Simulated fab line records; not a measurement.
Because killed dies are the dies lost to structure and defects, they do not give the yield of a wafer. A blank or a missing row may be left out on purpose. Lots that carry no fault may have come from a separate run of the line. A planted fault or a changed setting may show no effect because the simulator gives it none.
fab line records -- flow n5-finfet
[record] lots = 7, wafers = 21
route steps=1938 shown WELL_APT@21 FIN_SAQP@98 FIN_CUT@160
start-h: hours from the record's first day to the start of the lot's first wafer shown -- wait-h: how many hours have passed since the lot's step before this one -- " as in the row above -- L1.1+2: a row that stands for several wafers -- - value missing, or start not given -- * or withheld: withheld -- < > ~ a bound
route shown NAME@n: NAME is a module with steps in the file, n the number in the route of the first one -- usual: the fault-free wafers' mean and standard deviation -- same: alike in all rows -- chamber/n: place in a boat -- sites: readings site by site -- _std_site: how widely they spread, as a standard deviation -- _edge_site: inner sites' mean taken away from outer sites' mean -- radius-mm: how far each site lies from the wafer's centre -- mask NAME#n: copy n -- behind: tool/chamber where the wafer was last shaped -- hold: cause of the lot's hold/its duration in hours/its outcome -- device: whichever transistor did not switch (one of n, p or np) -- end of line: at the end of the route, the tests of the same wafers -- a step given without rows: its recipe and nothing more -- killed: at the first sort, the dies lost to defects and structure; wafer yield is something else -- map: shows each die of a wafer: x if killed, . if not, _ if none is there
set.NAME: the run value of the setting; set.NAME@STEP: its run value at that earlier step -- model.NAME: the simulator's own value behind a step, which no gauge read
lots whose settings were changed on purpose; a table a step, a row a wafer
[[steps]]
[step N5_WELL_APT_COAT_02]
[recipe] spin-rpm = 1357, resist-thk-nm = 950
lot.wafer,tool,chamber,start-h,wait-h,set.spin-rpm,model.coat_of_WELL_APT_COAT_02.thk-nm
L075.1,litho-track-03,0,-,-,1236,992.9
L075.2,litho-track-03,0,-,-,1357,945.2
L075.3,litho-track-03,0,-,-,1357,949.2
L076.3,litho-track-05,0,-,-,1357,949
L076.4,litho-track-05,0,-,-,1490,904.1
L076.5,litho-track-05,0,-,-,1357,946.9
L087.1,litho-track-05,0,-,-,1357,953.7
L087.5,litho-track-05,0,-,-,1413,933
L087.6,litho-track-05,0,-,-,1357,949.1
L090.2,litho-track-02,0,-,-,1433,923.4
L090.5,litho-track-02,0,-,-,1433,920.3
L090.6,litho-track-02,0,-,-,1357,947.7
L092.2,litho-track-02,0,-,-,1266,980.4
L092.3,litho-track-02,0,-,-,1266,978.9
L092.6,litho-track-02,0,-,-,1357,944.1
L093.1+6,litho-track-05,0,-,-,1269,980.2
L093.2,litho-track-05,0,-,-,1357,949.7
L094.2,litho-track-05,0,-,-,1357,949.3
L094.4,litho-track-05,0,-,-,1357,950.2
L094.6,litho-track-05,0,-,-,1357,945.5
[step N5_FIN_SAQP_PECVD_47]
[recipe] material = a-Si, target-thk-a = 450, temp-c = 400, precursor = SiH4/He, pressure-torr = 3, rf-w = 100, time-s = 36.3
lot.wafer,tool,chamber,start-h,wait-h,set.time-s,model.a-Si_of_FIN_SAQP_PECVD_47.thk-nm
L075.1,pecvd-01,2,27.12,0.0,33.89,40.97
L075.2,pecvd-01,1,27.12,0.0,33.89,40.66
L075.3,pecvd-01,0,27.12,0.0,36.3,43.8
L076.3,pecvd-04,1,33.63,0.1,36.3,44.95
L076.4,pecvd-04,0,33.63,0.1,36.3,44.39
L076.5,pecvd-04,0,33.63,0.1,36.3,44.65
L087.1,pecvd-01,0,101.10,0.0,36.3,44.73
L087.5,pecvd-01,1,101.10,0.0,36.3,45.73
L087.6,pecvd-01,2,101.10,0.0,36.3,45.43
L090.2,pecvd-01,0,118.45,0.0,32.1,39.34
L090.5,pecvd-01,1,118.45,0.0,36.3,46.08
L090.6,pecvd-01,0,118.45,0.0,36.3,45.07
L092.2,pecvd-01,1,131.17,0.0,39.98,49.57
L092.3,pecvd-01,0,131.17,0.0,39.98,49.48
L092.6,pecvd-01,0,131.17,0.0,36.3,44.55
L093.1,pecvd-03,2,135.19,0.0,36.3,45.14
L093.2,pecvd-03,0,135.19,0.0,36.3,45.3
L093.6,pecvd-03,1,135.19,0.0,30.88,38.66
L094.2,pecvd-03,1,141.48,0.0,36.3,44.8
L094.4,pecvd-03,1,141.48,0.0,36.3,45.71
L094.6,pecvd-03,0,141.48,0.0,36.3,45.6
[step N5_FIN_SAQP_PECVD_48]
[recipe] material = SiNx, target-thk-a = 250, temp-c = 400, precursor = SiH4/NH3/N2, pressure-torr = 1.5, rf-w = 300, time-s = 22.1
[step N5_FIN_SAQP_PECVD_06]
[recipe] material = a-Si, target-thk-a = 600, temp-c = 400, precursor = SiH4/He, pressure-torr = 3, rf-w = 100, time-s = 48.1
[step N5_FIN_SAQP_ETCH_57]
[recipe] chemistry = CH3F/O2, target = SiNx, mask-material = SiO2, target-depth-a = 325, time-s = 46.4, pressure-mtorr = 30, source-w = 395, bias-w = 73, Ar_flow_sccm = 150, CH3F_flow_sccm = 30, O2_flow_sccm = 20, ion-energy-ev = 120, ends = cleared
[step N5_FIN_SAQP_ETCH_65]
[recipe] chemistry = CF4, target = SiO2, target-depth-a = 40, ion-energy-ev = 350, time-s = 4.4, pressure-mtorr = 10, icp-w = 800, bias-w = 400, cf4-flow-sccm = 80
[step N5_FIN_SAQP_MANDREL_ETCH_58]
[recipe] chemistry = HBr/Cl2, target = a-Si, target-depth-a = 450, bt-time-s = 10, stop-on = SiNx, mask-material = SiO2, over-etch-frac = 0.8, time-s = 27, pressure-mtorr = 10, icp-w = 800, bias-w = 75, HBr_flow_sccm = 150, Cl2_flow_sccm = 80, ends = end-point
lot.wafer,tool,chamber,start-h,wait-h,set.time-s@FIN_SAQP_PECVD_47,model.etch.depth-nm
L075.1,rie-si-05,0,30.70,0.0,33.89,40.97
L075.2,rie-si-05,3,30.70,0.0,33.89,40.66
L075.3,rie-si-05,1,30.70,0.0,36.3,43.8
L076.3,rie-si-03,2,36.51,0.0,36.3,44.95
L076.4,rie-si-03,1,36.51,0.0,36.3,44.39
L076.5,rie-si-03,3,36.51,0.0,36.3,44.65
L087.1,rie-si-05,2,105.21,0.0,36.3,44.73
L087.5,rie-si-05,0,105.21,0.0,36.3,45.73
L087.6,rie-si-05,3,105.21,0.0,36.3,45.43
L090.2,rie-si-05,1,121.57,0.0,32.1,39.34
L090.5,rie-si-05,2,121.57,0.0,36.3,46.08
L090.6,rie-si-05,3,121.57,0.0,36.3,45.07
L092.2,rie-si-02,1,134.16,0.0,39.98,49.57
L092.3,rie-si-02,0,134.16,0.0,39.98,49.48
L092.6,rie-si-02,0,134.16,0.0,36.3,44.55
L093.1,rie-si-05,3,139.53,0.0,36.3,45.14
L093.2,rie-si-05,0,139.53,0.0,36.3,45.3
L093.6,rie-si-05,0,139.53,0.0,30.88,38.66
L094.2,rie-si-02,3,144.31,0.0,36.3,44.8
L094.4,rie-si-02,2,144.31,0.0,36.3,45.71
L094.6,rie-si-02,1,144.31,0.0,36.3,45.6
[step N5_FIN_SAQP_ETCH_34]
[recipe] chemistry = C4F6/O2, target = SiO2, target-depth-a = 450, time-s = 15, ion-energy-ev = 250, pressure-mtorr = 30, source-w = 345, bias-w = 185, Ar_flow_sccm = 300, C4F6_flow_sccm = 10, O2_flow_sccm = 10, ends = cleared
[usual] etch-rf-on-time-s = 15.09/0.24, rf-vpp-V = 667/12
lot.wafer,tool,chamber,start-h,wait-h,set.source-w,etch-rf-on-time-s,rf-vpp-V
L075.1,rie-diel-04,0,32.24,0.0,345,14.96,656
L075.2,rie-diel-04,1,32.24,0.0,312.4,15.78,690
L075.3,rie-diel-04,2,32.24,0.0,312.4,15.85,697
L076.3,rie-diel-02,2,38.17,0.0,403.8,14.21,601
L076.4,rie-diel-02,3,38.17,0.0,345,15.18,683
L076.5,rie-diel-02,1,38.17,0.0,403.8,14.49,608
L087.1,rie-diel-04,1,106.74,0.0,326.9,15.70,674
L087.5,rie-diel-04,3,106.74,0.0,345,15.13,668
L087.6,rie-diel-04,1,106.74,0.0,326.9,15.58,674
L090.2,rie-diel-01,2,123.55,0.0,325.1,15.53,707
L090.5,rie-diel-01,2,123.55,0.0,345,15.04,688
L090.6,rie-diel-01,3,123.55,0.0,325.1,15.02,698
L092.2,rie-diel-02,2,136.00,0.0,345,14.92,652
L092.3,rie-diel-02,1,136.00,0.0,345,14.79,657
L092.6,rie-diel-02,3,136.00,0.0,345,15.04,682
L093.1,rie-diel-04,1,141.28,0.0,345,15.05,655
L093.2,rie-diel-04,0,141.28,0.0,398.4,13.80,610
L093.6,rie-diel-04,3,141.28,0.0,345,14.94,667
L094.2,rie-diel-02,2,146.03,0.0,345,15.05,651
L094.4,rie-diel-02,3,146.03,0.0,345,15.26,682
L094.6,rie-diel-02,2,146.03,0.0,345,14.84,652
[step N5_FIN_SAQP_FIN_ETCH_36]
[recipe] chemistry = HBr/Cl2/O2, target-depth-a = 1200, mask-material = SiNx, time-s = 50.4, bias-w = 102, pressure-mtorr = 10, icp-w = 800, HBr_flow_sccm = 150, Cl2_flow_sccm = 80, O2_flow_sccm = 12
lot.wafer,tool,chamber,start-h,wait-h,set.icp-w,model.etch.depth-nm,model.FIN_SAQP.feature-depth-nm
L075.1,rie-si-02,3,32.46,0.0,800,121,121
L075.2,rie-si-02,0,32.46,0.0,800,123.4,123.4
L075.3,rie-si-02,2,32.46,0.0,800,121.3,121.4
L076.3,rie-si-05,3,38.39,0.0,861.1,125.6,125.6
L076.4,rie-si-05,2,38.39,0.0,800,124.1,124.2
L076.5,rie-si-05,2,38.39,0.0,800,124.6,124.6
L087.1,rie-si-05,3,106.96,0.0,800,122,122
L087.5,rie-si-05,1,106.96,0.0,800,118.7,118.6
L087.6,rie-si-05,2,106.96,0.0,886.4,128.3,128.2
L090.2,rie-si-03,3,123.76,0.0,861.5,127.7,127.6
L090.5,rie-si-03,3,123.76,0.0,800,123.3,123.4
L090.6,rie-si-03,2,123.76,0.0,861.5,124.7,124.6
L092.2,rie-si-05,1,136.21,0.0,664.2,108.1,108
L092.3,rie-si-05,0,136.21,0.0,800,120,120
L092.6,rie-si-05,3,136.21,0.0,800,121.8,121.8
L093.1,rie-si-02,1,141.50,0.0,800,117.4,117.4
L093.2,rie-si-02,3,141.50,0.0,933.8,127.4,127.4
L093.6,rie-si-02,1,141.50,0.0,800,116.4,116.4
L094.2,rie-si-03,3,146.24,0.0,800,123.6,123.6
L094.4,rie-si-03,1,146.24,0.0,800,118.9,118.8
L094.6,rie-si-03,2,146.24,0.0,800,120,120
[step N5_FIN_SAQP_PRECLEAN_38]
[recipe] chemistry = O3/DIW, time-s = 45, temp-c = 22, o3-ppm = 10
[step N5_FIN_SAQP_PRECLEAN_45]
[recipe] chemistry = dHF, time-s = 10, dilution = 500:1, temp-c = 25
[step N5_FIN_SAQP_SRD_39]
[recipe] dry = ipa-marangoni, time-s = 30, temp-c = 23, rinse-liquid = diw
[step N5_FIN_SAQP_OCD_MEAS_76]
[usual] trench-depth-nm = 120.7/1.9
lot.wafer,tool,chamber,start-h,wait-h,set.icp-w@FIN_SAQP_FIN_ETCH_36,trench-depth-nm
L075.1,ocd-01,-,32.68,0.0,800,121.0
L075.2,ocd-01,-,32.68,0.0,800,123.4
L075.3,ocd-01,-,32.68,0.0,800,121.3
L076.3,ocd-01,-,38.61,0.0,861.1,125.6
L076.4,ocd-01,-,38.61,0.0,800,124.2
L076.5,ocd-01,-,38.61,0.0,800,124.9
L087.1,ocd-01,-,107.19,0.0,800,121.8
L087.5,ocd-01,-,107.19,0.0,800,118.6
L087.6,ocd-01,-,107.19,0.0,886.4,128.7
L090.2,ocd-01,-,123.98,0.0,861.5,127.8
L090.5,ocd-01,-,123.98,0.0,800,122.7
L090.6,ocd-01,-,123.98,0.0,861.5,124.7
L092.2,ocd-01,-,136.43,0.0,664.2,108.6
L092.3,ocd-01,-,136.43,0.0,800,119.7
L092.6,ocd-01,-,136.43,0.0,800,121.6
L093.1,ocd-02,-,141.71,0.0,800,117.1
L093.2,ocd-02,-,141.71,0.0,933.8,127.4
L093.6,ocd-02,-,141.71,0.0,800,116.8
L094.2,ocd-02,-,146.47,0.0,800,123.6
L094.4,ocd-02,-,146.47,0.0,800,119.2
L094.6,ocd-02,-,146.47,0.0,800,120.3
[step N5_FIN_CUT_EXPOSE_05]
[recipe] mask-id = FIN_CUT, na = 0.33, source-shape = annular, sigma-inner = 0.35, sigma-outer = 0.8, polarization = unpolarized, dose-mj = 45.75
lot.wafer,tool,chamber,start-h,wait-h,mask,set.dose-mj
L075.1+2,euv-scanner-02,0,33.04,-,FIN_CUT#0,43.6
L075.3,euv-scanner-02,0,33.04,-,FIN_CUT#0,45.75
L076.3+4+5,euv-scanner-02,0,38.82,-,FIN_CUT#0,45.75
L087.1+5+6,euv-scanner-01,0,107.39,-,FIN_CUT#0,45.75
L090.2+5+6,euv-scanner-01,0,124.19,-,FIN_CUT#0,45.75
L092.2+6,euv-scanner-01,0,136.64,-,FIN_CUT#0,49.07
L092.3,euv-scanner-01,0,136.64,-,FIN_CUT#0,45.75
L093.1+2+6,euv-scanner-02,0,142.04,-,FIN_CUT#0,45.75
L094.2+4+6,euv-scanner-02,0,146.68,-,FIN_CUT#0,45.75
[step N5_FIN_CUT_PEB_06]
[recipe] peb-temp-c = 100, peb-time-s = 60, resist = CAR-EUV
[step N5_FIN_CUT_DEVELOP_07]
[recipe] develop-time-s = 30, developer = TMAH, resist = CAR-EUV, rinse-liquid = surfactant-rinse, dry = air-spin, dev-temp-c = 23
[step N5_FIN_CUT_DESCUM_13]
[recipe] chemistry = O2, time-s = 7, source-power-w = 50, bias-power-w = 20, pressure-mtorr = 20, rf-frequency-hz = 2.712e+07, temp-c = 40, resist = CAR-EUV, o2-flow-sccm = 225
[step N5_FIN_CUT_ETCH_30]
[recipe] chemistry = N2/H2, target = underlayer, target-depth-a = 130, mask-material = CAR-EUV, time-s = 10.4, ion-energy-ev = 200, pressure-mtorr = 30, source-w = 840, bias-w = 150, n2-flow-sccm = 200, h2-flow-sccm = 200, ends = cleared
lot.wafer,tool,chamber,start-h,wait-h,set.dose-mj@FIN_CUT_EXPOSE_05,model.FIN_CUT.cd-offset-nm
L075.1,rie-diel-03,0,33.34,0.0,43.6,-1
L075.2,rie-diel-03,2,33.34,0.0,43.6,-0.8
L075.3,rie-diel-03,1,33.34,0.0,45.75,0
L076.3+4+5,rie-diel-06,"0,1,0",39.10,0.0,45.75,0.2
L087.1,rie-diel-03,1,107.85,0.0,45.75,-0.2
L087.5,rie-diel-03,1,107.85,0.0,45.75,0
L087.6,rie-diel-03,0,107.85,0.0,45.75,0.2
L090.2+5,rie-diel-03,1,124.75,0.0,45.75,0
L090.6,rie-diel-03,0,124.75,0.0,45.75,-0.2
L092.2+6,rie-diel-03,"0,3",136.92,0.0,49.07,1.2
L092.3,rie-diel-03,1,136.92,0.0,45.75,0
L093.1+6,rie-diel-06,3,142.33,0.0,45.75,-0.2
L093.2,rie-diel-06,0,142.33,0.0,45.75,0
L094.2,rie-diel-06,3,146.96,0.0,45.75,-0.2
L094.4+6,rie-diel-06,"0,1",146.96,0.0,45.75,0
[step N5_FIN_CUT_ETCH_20]
[recipe] chemistry = CF4, target = SiARC, target-depth-a = 260, mask-material = CAR-EUV, time-s = 43.3, ion-energy-ev = 80, pressure-mtorr = 40, source-w = 545, bias-w = 36, Ar_flow_sccm = 100, cf4-flow-sccm = 100, ends = cleared
lot.wafer,tool,chamber,start-h,wait-h,set.dose-mj@FIN_CUT_EXPOSE_05,model.FIN_CUT.cd-offset-nm
L075.1,rie-diel-03,0,33.36,0.0,43.6,-1
L075.2,rie-diel-03,2,33.36,0.0,43.6,-0.8
L075.3,rie-diel-03,1,33.36,0.0,45.75,0
L076.3+4,rie-diel-06,"0,1",39.12,0.0,45.75,0.2
L076.5,rie-diel-06,0,39.12,0.0,45.75,0.4
L087.1+5,rie-diel-03,1,107.87,0.0,45.75,0
L087.6,rie-diel-03,0,107.87,0.0,45.75,0.2
L090.2,rie-diel-03,1,124.77,0.0,45.75,0.2
L090.5+6,rie-diel-03,"1,0",124.77,0.0,45.75,0
L092.2,rie-diel-03,0,136.94,0.0,49.07,1.4
L092.3,rie-diel-03,1,136.94,0.0,45.75,0
L092.6,rie-diel-03,3,136.94,0.0,49.07,1.2
L093.1,rie-diel-06,3,142.35,0.0,45.75,0
L093.2+6,rie-diel-06,"0,3",142.35,0.0,45.75,-0.2
L094.2,rie-diel-06,3,146.98,0.0,45.75,-0.4
L094.4,rie-diel-06,0,146.98,0.0,45.75,-0.2
L094.6,rie-diel-06,1,146.98,0.0,45.75,0
[step N5_FIN_CUT_ETCH_21]
[recipe] chemistry = N2/H2, target = SOC, target-depth-a = 2190, overetch-a = 438, mask-material = SiARC, temp-c = 40, ion-energy-ev = 100, bias-w = 61, time-s = 523.5, pressure-mtorr = 30, source-w = 850, n2-flow-sccm = 200, h2-flow-sccm = 200
lot.wafer,tool,chamber,start-h,wait-h,set.dose-mj@FIN_CUT_EXPOSE_05,model.FIN_CUT.cd-offset-nm
L075.1,rie-diel-03,0,33.39,0.0,43.6,-1
L075.2,rie-diel-03,2,33.39,0.0,43.6,-1.2
L075.3,rie-diel-03,1,33.39,0.0,45.75,0.4
L076.3+5,rie-diel-06,0,39.16,0.0,45.75,0.2
L076.4,rie-diel-06,1,39.16,0.0,45.75,0.4
L087.1,rie-diel-03,1,107.91,0.0,45.75,-0.6
L087.5,rie-diel-03,1,107.91,0.0,45.75,-0.4
L087.6,rie-diel-03,0,107.91,0.0,45.75,-0.2
L090.2+6,rie-diel-03,"1,0",124.81,0.0,45.75,0
L090.5,rie-diel-03,1,124.81,0.0,45.75,-0.2
L092.2,rie-diel-03,0,136.98,0.0,49.07,1.8
L092.3,rie-diel-03,1,136.98,0.0,45.75,0
L092.6,rie-diel-03,3,136.98,0.0,49.07,1.2
L093.1+2,rie-diel-06,"3,0",142.39,0.0,45.75,-0.2
L093.6,rie-diel-06,3,142.39,0.0,45.75,-0.6
L094.2+6,rie-diel-06,"3,1",147.02,0.0,45.75,-0.4
L094.4,rie-diel-06,0,147.02,0.0,45.75,-0.6
[step N5_FIN_CUT_STRIP_23]
[recipe] chemistry = N2/H2, temp-c = 40, n2-flow-sccm = 200, h2-flow-sccm = 200, rf-frequency-hz = 6e+07
[step N5_FIN_CUT_STRIP_31]
[recipe] chemistry = N2/H2, temp-c = 40, n2-flow-sccm = 200, h2-flow-sccm = 200, rf-frequency-hz = 6e+07
[step N5_FIN_CUT_STRIP_24]
[recipe] chemistry = CF4, resist = SiARC, power-w = 300, bias-power-w = 75, pressure-mtorr = 50, cf4-flow-sccm = 150, rf-frequency-hz = 6e+07
[step N5_FIN_CUT_CUT_ETCH_26]
[recipe] chemistry = CH3F/O2, target = SiNx, target-depth-a = 390, mask-material = SOC, time-s = 55.7, pressure-mtorr = 30, source-w = 395, bias-w = 73, Ar_flow_sccm = 150, CH3F_flow_sccm = 30, O2_flow_sccm = 20, ion-energy-ev = 120
lot.wafer,tool,chamber,start-h,wait-h,set.dose-mj@FIN_CUT_EXPOSE_05,model.FIN_CUT.cd-offset-nm
L075.1,rie-diel-03,0,33.74,0.0,43.6,-1
L075.2,rie-diel-03,2,33.74,0.0,43.6,-1.2
L075.3,rie-diel-03,1,33.74,0.0,45.75,0.4
L076.3,rie-diel-06,0,39.50,0.0,45.75,0
L076.4+5,rie-diel-06,"1,0",39.50,0.0,45.75,0.2
L087.1,rie-diel-03,1,108.26,0.0,45.75,-0.6
L087.5,rie-diel-03,1,108.26,0.0,45.75,-0.4
L087.6,rie-diel-03,0,108.26,0.0,45.75,-0.2
L090.2+6,rie-diel-03,"1,0",125.16,0.0,45.75,0
L090.5,rie-diel-03,1,125.16,0.0,45.75,-0.2
L092.2,rie-diel-03,0,137.32,0.0,49.07,1.6
L092.3,rie-diel-03,1,137.32,0.0,45.75,-0.2
L092.6,rie-diel-03,3,137.32,0.0,49.07,1.2
L093.1+2,rie-diel-06,"3,0",142.73,0.0,45.75,-0.2
L093.6,rie-diel-06,3,142.73,0.0,45.75,-0.6
L094.2+6,rie-diel-06,"3,1",147.36,0.0,45.75,-0.4
L094.4,rie-diel-06,0,147.36,0.0,45.75,-0.6
[step N5_FIN_CUT_CUT_ETCH_27]
[recipe] chemistry = CHF3/O2, target = SiO2, target-depth-a = 40, mask-material = SOC, overetch-a = 20, time-s = 4.9, pressure-mtorr = 30, source-w = 650, bias-w = 170, Ar_flow_sccm = 200, CHF3_flow_sccm = 50, O2_flow_sccm = 5, ion-energy-ev = 200
lot.wafer,tool,chamber,start-h,wait-h,set.dose-mj@FIN_CUT_EXPOSE_05,model.FIN_CUT.cd-offset-nm
L075.1,rie-diel-03,0,33.78,0.0,43.6,-0.8
L075.2,rie-diel-03,2,33.78,0.0,43.6,-1.2
L075.3,rie-diel-03,1,33.78,0.0,45.75,0.4
L076.3+5,rie-diel-06,0,39.55,0.0,45.75,0
L076.4,rie-diel-06,1,39.55,0.0,45.75,0.2
L087.1,rie-diel-03,1,108.30,0.0,45.75,-0.6
L087.5,rie-diel-03,1,108.30,0.0,45.75,-0.4
L087.6,rie-diel-03,0,108.30,0.0,45.75,-0.2
L090.2+5+6,rie-diel-03,"1,1,0",125.20,0.0,45.75,0
L092.2,rie-diel-03,0,137.37,0.0,49.07,1.6
L092.3,rie-diel-03,1,137.37,0.0,45.75,0
L092.6,rie-diel-03,3,137.37,0.0,49.07,1.2
L093.1+2,rie-diel-06,"3,0",142.78,0.0,45.75,-0.2
L093.6,rie-diel-06,3,142.78,0.0,45.75,-0.6
L094.2+4,rie-diel-06,"3,0",147.41,0.0,45.75,-0.6
L094.6,rie-diel-06,1,147.41,0.0,45.75,-0.4
[step N5_FIN_CUT_PRECLEAN_35]
[recipe] time-s = 13.3, temp-c = 45, pressure-torr = 125, p-hf-torr = 3, p-coreactant-torr = 25, chemistry = vHF
[step N5_FIN_CUT_CUT_ETCH_15]
[recipe] chemistry = HBr/Cl2/O2, target = Si, target-depth-a = 1000, bt-time-s = 10, mask-material = SOC, time-s = 42.4, ion-energy-ev = *, bias-w = *, pressure-mtorr = 10, icp-w = 800, HBr_flow_sccm = 150, Cl2_flow_sccm = 80, O2_flow_sccm = 12
[step N5_FIN_CUT_CUT_ETCH_28]
[recipe] chemistry = HBr/Cl2/O2, target = Si, target-depth-a = 60, mask-material = SOC, time-s = 2.4, ion-energy-ev = *, bias-w = *, pressure-mtorr = 10, icp-w = 800, HBr_flow_sccm = 150, Cl2_flow_sccm = 80, O2_flow_sccm = 12
lot.wafer,tool,chamber,start-h,wait-h,set.dose-mj@FIN_CUT_EXPOSE_05,model.FIN_CUT.cd-offset-nm
L075.1,rie-si-04,3,33.99,0.0,43.6,-1.2
L075.2,rie-si-04,1,33.99,0.0,43.6,-1.8
L075.3,rie-si-04,2,33.99,0.0,45.75,0
L076.3+4,rie-si-06,"3,1",39.75,0.0,45.75,0
L076.5,rie-si-06,1,39.75,0.0,45.75,-0.2
L087.1+5,rie-si-06,"3,1",108.50,0.0,45.75,-0.6
L087.6,rie-si-06,2,108.50,0.0,45.75,-0.4
L090.2+5,rie-si-01,1,125.51,0.0,45.75,0
L090.6,rie-si-01,0,125.51,0.0,45.75,0.2
L092.2,rie-si-01,3,137.58,0.0,49.07,1.6
L092.3,rie-si-01,0,137.58,0.0,45.75,0
L092.6,rie-si-01,0,137.58,0.0,49.07,1.2
L093.1+2,rie-si-01,"2,1",142.98,0.0,45.75,-0.2
L093.6,rie-si-01,0,142.98,0.0,45.75,-0.4
L094.2+4,rie-si-01,"3,1",147.61,0.0,45.75,-0.4
L094.6,rie-si-01,0,147.61,0.0,45.75,-0.2
[[key]]
[split] step = N5_WELL_APT_COAT_02, setting = spin-rpm, stated = 1357, by = wafer
[response] step = N5_WELL_APT_COAT_02, reading = model.coat_of_WELL_APT_COAT_02.thk-nm, change = -4.8, per = 1%, r = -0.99
[split] step = N5_FIN_SAQP_PECVD_47, setting = time-s, stated = 36.3, by = wafer
[response] step = N5_FIN_SAQP_PECVD_47, reading = model.a-Si_of_FIN_SAQP_PECVD_47.thk-nm, change = +0.478, per = 1%, r = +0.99
[response] step = N5_FIN_SAQP_MANDREL_ETCH_58, reading = model.etch.depth-nm, change = +0.478, per = 1%, r = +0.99
[split] step = N5_FIN_SAQP_ETCH_34, setting = source-w, stated = 345, by = wafer
[response] step = N5_FIN_SAQP_ETCH_34, reading = etch-rf-on-time-s, change = *, per = 1%, r = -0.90
[response] step = N5_FIN_SAQP_ETCH_34, reading = rf-vpp-V, change = -3.83, per = 1%, r = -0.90
[split] step = N5_FIN_SAQP_FIN_ETCH_36, setting = icp-w, stated = 800, by = wafer
[response] step = N5_FIN_SAQP_FIN_ETCH_36, reading = model.etch.depth-nm, change = +0.636, per = 1%, r = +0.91
[response] step = N5_FIN_SAQP_FIN_ETCH_36, reading = model.FIN_SAQP.feature-depth-nm, change = +0.636, per = 1%, r = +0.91
[response] step = N5_FIN_SAQP_OCD_MEAS_76, reading = trench-depth-nm, change = +0.632, per = 1%, r = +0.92
[split] step = N5_FIN_CUT_EXPOSE_05, setting = dose-mj, stated = 45.75, by = wafer
[response] step = N5_FIN_CUT_ETCH_30, reading = model.FIN_CUT.cd-offset-nm, change = +0.173, per = 1%, r = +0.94
[response] step = N5_FIN_CUT_ETCH_20, reading = model.FIN_CUT.cd-offset-nm, change = +0.183, per = 1%, r = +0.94
[response] step = N5_FIN_CUT_ETCH_21, reading = model.FIN_CUT.cd-offset-nm, change = +0.24, per = 1%, r = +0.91
[response] step = N5_FIN_CUT_CUT_ETCH_26, reading = model.FIN_CUT.cd-offset-nm, change = +0.25, per = 1%, r = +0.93
[response] step = N5_FIN_CUT_CUT_ETCH_27, reading = model.FIN_CUT.cd-offset-nm, change = +0.224, per = 1%, r = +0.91
[response] step = N5_FIN_CUT_CUT_ETCH_28, reading = model.FIN_CUT.cd-offset-nm, change = +0.23, per = 1%, r = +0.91
